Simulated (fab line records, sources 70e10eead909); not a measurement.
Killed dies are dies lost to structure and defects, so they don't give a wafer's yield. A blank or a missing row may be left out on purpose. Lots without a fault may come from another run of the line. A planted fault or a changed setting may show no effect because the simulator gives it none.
fab line records | flow nand_harc | part 2 of 2: steps 5 to 6 of 6
record lots=20 wafers=60 last_day=35
route steps=1302 shown A_STAIRCASE@670
lots that met no fault: from a run of the same line without faults
start_h: hours from the record's first day to the start of the lot's first wafer shown | wait_h: hours since the lot's step before | " the same as in the row above | L1.1+2: a row that stands for several wafers | - no value, or no start given | * or withheld: withheld | < > ~ a bound
route shown NAME@n: a module of which the file shows steps, and the number in the route of the first | usual: mean/standard deviation of fault-free wafers | same: alike in all rows | chamber/n: place in a boat | sites: the reading at each site | _std_site: their standard deviation | _edge_site: outer sites' mean less inner sites' | radius_mm: how far each site lies from the wafer's centre | mask NAME#n: copy n | behind: the tool/chamber that last shaped the wafer | hold: why the lot was held/for how many hours/how that ended | device: the transistor (n, p or np) that didn't switch | end of line: the same wafers' tests at the end of the route | a step without rows: its recipe alone | killed: dies lost to structure and defects at the first sort, not the wafer's yield | map: a wafer's dies, x killed, . not, _ none there
set.NAME: the setting as run; set.NAME@STEP: as run at that earlier step | model.NAME: the simulator's own value behind a step, which no gauge read
steps of the route over a sample of lots; a table a step, a row a wafer
services: from which hour (start_h, from the record's first day; less than 0 if before it) a tool's chamber was out of use, for how many hours, and why
## steps
# step NHARC_A_STAIRCASE_TRIM_189
# recipe time_s=211.2 o2_flow_sccm=500 ar_flow_sccm=0 bias_w=0 chemistry=O2
# usual drypump_motor_current_A=5.8/0.59 o2_flow_sccm=499.9/1.5 oes_product_au=1.002/0.01 rf_vpp_V=57.6/0.87 showerhead_plenum_p_Torr=3.46/0.12 throttle_valve_pct=17.036/0.0096
# same bias_w=0
# columns lot.wafer tool chamber start_h wait_h drypump_motor_current_A o2_flow_sccm oes_product_au rf_hours_counter_h rf_vpp_V showerhead_plenum_p_Torr throttle_valve_pct
L074.2 rie_diel-10 3 - - 5.4 500.8 1.006 37 59.7 3.72 17.041
L074.3 " 0 " " 5.4 503.6 1.021 54 58.5 3.43 17.053
L074.5 " 0 " " 5.4 500.6 1.020 - 58.1 3.43 17.038
L075.1 rie_diel-01 3 - - 6.2 497.6 1.015 60 58.4 3.48 17.044
L075.4 " 0 " " 6.7 500.9 1.019 56 58.3 3.65 17.041
L075.3 " 1 " " 6.4 501.4 1.009 49 56.7 3.37 17.043
L076.2 rie_diel-10 2 - - 5.1 499.4 0.993 52 58.4 3.38 17.026
L076.4 " 3 " " 5.3 498.9 1.016 38 57.5 3.72 17.023
L076.5 " 0 " " 5.4 500.5 1.023 - 58.4 3.43 17.046
L077.1 rie_diel-06 1 - - 6.1 499.4 0.999 16 57.6 3.56 17.029
L077.5 " 2 " " 5.9 498.5 1.005 - 57.3 3.35 17.042
L077.6 " 3 " " 5.4 498.6 0.996 - 56.2 3.48 17.015
L082.3 rie_diel-10 3 - - 5.4 500.2 1.006 6 58.7 3.71 17.032
L082.2 " 0 " " 5.4 501.5 1.008 8 58.3 3.42 17.021
L082.6 " 3 " " 5.4 501.2 1.006 - 57.7 3.71 17.056
L078.1 rie_diel-10 1 - - 5.8 502.5 1.011 9 57.5 3.31 17.022
L078.3 " 3 " " 5.4 499.9 1.001 6 57.4 3.71 17.055
L078.5 " 2 " " 5.1 496.1 1.014 - 56.2 3.37 17.017
L084.4 rie_diel-01 3 - - 6.2 499.9 0.999 22 56.4 3.47 17.042
L084.3 " 0 " " 6.7 500.6 1.000 24 57.0 3.63 17.050
L084.5 " 2 " " 4.7 499.3 1.001 - 57.3 3.47 17.042
L080.2 rie_diel-06 3 - - 5.4 500.9 1.002 34 57.2 3.47 17.031
L080.4 " 2 " " 5.9 500.7 0.998 33 56.4 3.34 17.042
L080.5 " 3 " " 5.4 502.3 1.004 - 57.2 3.47 17.028
L079.3 rie_diel-01 3 - - 6.2 497.6 0.985 29 57.4 3.47 17.038
L079.1 " 0 " " 6.7 498.4 0.974 30 58.4 3.63 17.050
L079.5 " 1 " " 6.4 499.8 0.987 - 58.3 3.35 17.041
L086.3 rie_diel-10 1 - - 5.8 498.2 0.990 20 55.2 3.31 17.032
L086.4 " 2 " " 5.1 498.7 1.013 18 58.3 3.36 17.019
L086.1 " 3 " " 5.4 497.6 1.007 19 58.2 3.71 17.046
L085.4 rie_diel-01 3 - - 6.2 501.0 0.991 30 57.4 3.47 17.038
L085.3 " 0 " " 6.7 499.1 0.992 33 57.9 3.63 17.050
L085.6 " 1 " " 6.4 500.5 0.991 - 58.0 3.35 17.026
L087.2 rie_diel-10 2 - - 5.1 502.5 1.014 22 57.8 3.36 17.044
L087.1 " 3 " " 5.4 500.9 1.010 23 57.9 3.70 17.035
L087.5 " 2 " " 5.1 499.9 1.007 - 56.4 3.36 17.042
L089.4 rie_diel-06 2 - - 5.9 498.0 0.987 5 57.0 3.33 17.037
L089.6 " 3 " " 5.5 499.3 0.981 - 57.3 3.46 17.037
L089.5 " 0 " " 6.8 499.6 0.993 - 58.6 3.42 17.033
L090.1 rie_diel-10 2 - - 5.1 499.6 1.006 29 57.7 3.36 17.040
L090.3 " 0 " " 5.3 499.3 1.009 26 56.3 3.41 17.034
L090.5 " 2 " " 5.1 497.7 1.000 - 56.3 3.36 17.035
L091.1 rie_diel-06 2 - - 5.9 500.1 1.005 10 56.5 3.33 17.023
L091.6 " 0 " " 6.8 500.6 1.000 - 58.6 3.42 17.044
L091.5 " 1 " " 6.1 497.9 1.004 - 57.2 3.55 17.052
L092.1 rie_diel-06 2 - - 5.9 498.5 0.994 20 58.0 3.33 17.033
L092.5 " 0 " " 6.8 501.3 0.996 - 57.8 3.42 17.040
L092.6 " 1 " " 6.1 500.3 1.002 - 57.0 3.54 17.036
L093.1 rie_diel-01 0 - - 6.7 497.8 0.995 51 56.8 3.62 17.047
L093.2 " 2 " " 4.8 501.7 1.016 49 58.1 3.46 17.025
L093.5 " 1 " " 6.4 500.5 1.001 - 56.5 3.34 17.039
L096.3 rie_diel-01 0 - - 6.7 500.8 1.003 4 56.7 3.61 17.035
L096.6 " 0 " " 6.7 502.3 1.005 - 56.3 3.61 17.047
L096.5 " 1 " " 6.3 500.0 0.997 - 57.8 3.33 17.040
L095.1 rie_diel-10 0 - - 5.4 503.2 1.018 42 56.5 3.41 17.036
L095.3 " 2 " " 5.1 501.6 1.023 47 57.8 3.35 17.045
L095.5 " 1 " " 5.9 499.1 0.998 - 57.7 3.29 17.034
L097.3 rie_diel-10 3 - - 5.4 496.7 1.014 1 59.6 3.69 17.039
L097.2 " 2 " " 5.1 500.6 1.013 1 57.4 3.35 17.024
L097.6 " 3 " " 5.4 499.2 1.015 - 58.5 3.69 17.045
# step NHARC_A_STAIRCASE_ETCH_197
# recipe target_depth_a=1000 time_s=40.5 ion_energy_ev=400 c4f8_flow_sccm=20 o2_flow_sccm=10 ar_flow_sccm=withheld rf_w=600 bias_w=1000 chemistry=C4F8/O2
# usual bias_w=999.5/2.9 oes_product_au=0.949/0.016 rf_vpp_V=893/4.3
# columns lot.wafer tool chamber start_h wait_h bias_w oes_product_au rf_hours_counter_h rf_vpp_V
L074.2 rie_diel-10 0 - - 999.1 0.957 54 891
L074.3 " 1 " " 999.9 0.946 56 890
L074.5 " 0 " " 996.2 0.952 - 892
L075.3 rie_diel-06 3 - - 998.1 0.945 9 895
L075.1 " 0 " " 999.8 0.922 3 893
L075.4 " 1 " " 996.0 0.940 9 900
L076.4 rie_diel-06 2 - - 998.5 0.959 10 889
L076.2 " 3 " " 996.6 0.959 10 894
L076.5 " 2 " " 1002.4 0.968 - 890
L077.1 rie_diel-10 3 - - 999.3 0.953 45 902
L077.6 " 0 " " 1004.0 0.988 - 890
L077.5 " 1 " " 998.7 0.971 - 887
L082.3 rie_diel-06 3 - - 998.0 0.945 26 895
L082.2 " 0 " " 1003.7 0.951 21 893
L082.6 " 0 " " 1001.0 0.955 - 893
L078.3 rie_diel-10 1 - - 1002.1 0.962 9 888
L078.1 " 3 " " 1000.0 0.952 7 903
L078.5 " 2 " " 999.6 0.973 - 891
L084.3 rie_diel-06 1 - - 1004.7 0.945 30 899
L084.4 " 2 " " 1000.5 0.950 31 889
L084.5 " 1 " " 1000.0 0.943 - 899
L080.2 rie_diel-06 1 - - 997.0 0.949 32 897
L080.4 " 2 " " 1000.9 0.944 33 888
L080.5 " 0 " " 995.8 0.928 - 893
L079.1 rie_diel-10 0 - - 993.8 0.937 18 892
L079.3 " 1 " " 996.2 0.936 19 889
L079.5 " 3 " " 999.8 0.944 - 900
L086.1 rie_diel-06 0 - - 996.2 0.961 0 891
L086.3 " 1 " " 998.9 0.968 0 898
L086.4 " 2 " " 1006.0 0.948 0 889
L085.4 rie_diel-10 0 - - 997.7 0.939 20 891
L085.3 " 1 " " 1005.8 0.933 21 886
L085.6 " 0 " " 996.8 0.935 - 893
L087.2 rie_diel-06 1 - - 999.8 0.956 4 897
L087.1 " 2 " " 998.5 0.959 4 888
L087.5 " 2 " " 997.9 0.964 - 890
L089.4 rie_diel-06 1 - - 999.3 0.946 5 897
L089.5 " 1 " " 999.2 0.956 - 897
L089.6 " 2 " " 997.5 0.950 - 889
L090.3 rie_diel-10 1 - - 1002.6 0.937 30 889
L090.1 " 2 " " 999.0 0.947 29 889
L090.5 " 2 " " 997.8 0.945 - 888
L091.1 rie_diel-01 3 - - 997.5 0.960 41 893
L091.5 " 0 " " 999.4 0.973 - 899
L091.6 " 1 " " 1005.0 0.985 - 888
L092.1 rie_diel-01 3 - - 999.5 0.934 48 893
L092.6 " 1 " " 995.9 0.920 - 889
L092.5 " 2 " " 996.3 0.934 - 893
L093.2 rie_diel-06 1 - - 996.5 0.919 21 895
L093.1 " 2 " " 999.6 0.910 21 889
L093.5 " 1 " " 1001.2 0.929 - 895
L095.3 rie_diel-10 2 - - 1001.9 0.967 47 890
L095.1 " 3 " " 1003.3 0.962 49 902
L095.5 " 1 " " 1000.9 0.949 - 887
L096.3 rie_diel-06 1 - - 993.6 0.935 47 896
L096.6 " 2 " " 1003.1 0.935 - 887
L096.5 " 0 " " 1003.0 0.938 - 891
L097.3 rie_diel-06 3 - - 995.4 0.964 44 891
L097.2 " 1 " " 1004.0 0.965 51 895
L097.6 " 3 " " 999.7 0.971 - 893
## services
# columns tool chamber start_h hours kind
rie_diel-01 1 342.41 13.1 repair
rie_diel-06 - 356.51 0.1 repair
rie_diel-01 - 380.80 9.0 pm
rie_diel-10 1 382.42 5.0 repair
rie_diel-06 0 389.19 - clean
rie_diel-06 1 389.19 - clean
rie_diel-06 2 389.19 - clean
rie_diel-06 3 389.19 - clean
rie_diel-10 0 406.59 3.3 repair
rie_diel-06 0 413.69 - clean
rie_diel-06 1 413.69 - clean
rie_diel-06 2 413.69 - clean
rie_diel-06 3 413.69 - clean
rie_diel-10 - 419.56 9.0 pm
rie_diel-06 0 438.19 - clean
rie_diel-06 1 438.19 - clean
rie_diel-06 2 438.19 - clean
rie_diel-06 3 438.19 - clean
rie_diel-06 0 462.69 - clean
rie_diel-06 1 462.69 - clean
rie_diel-10 0 483.51 6.6 repair
rie_diel-06 3 492.60 1.5 repair
rie_diel-01 - 557.80 9.0 pm
rie_diel-10 - 596.76 9.0 pm
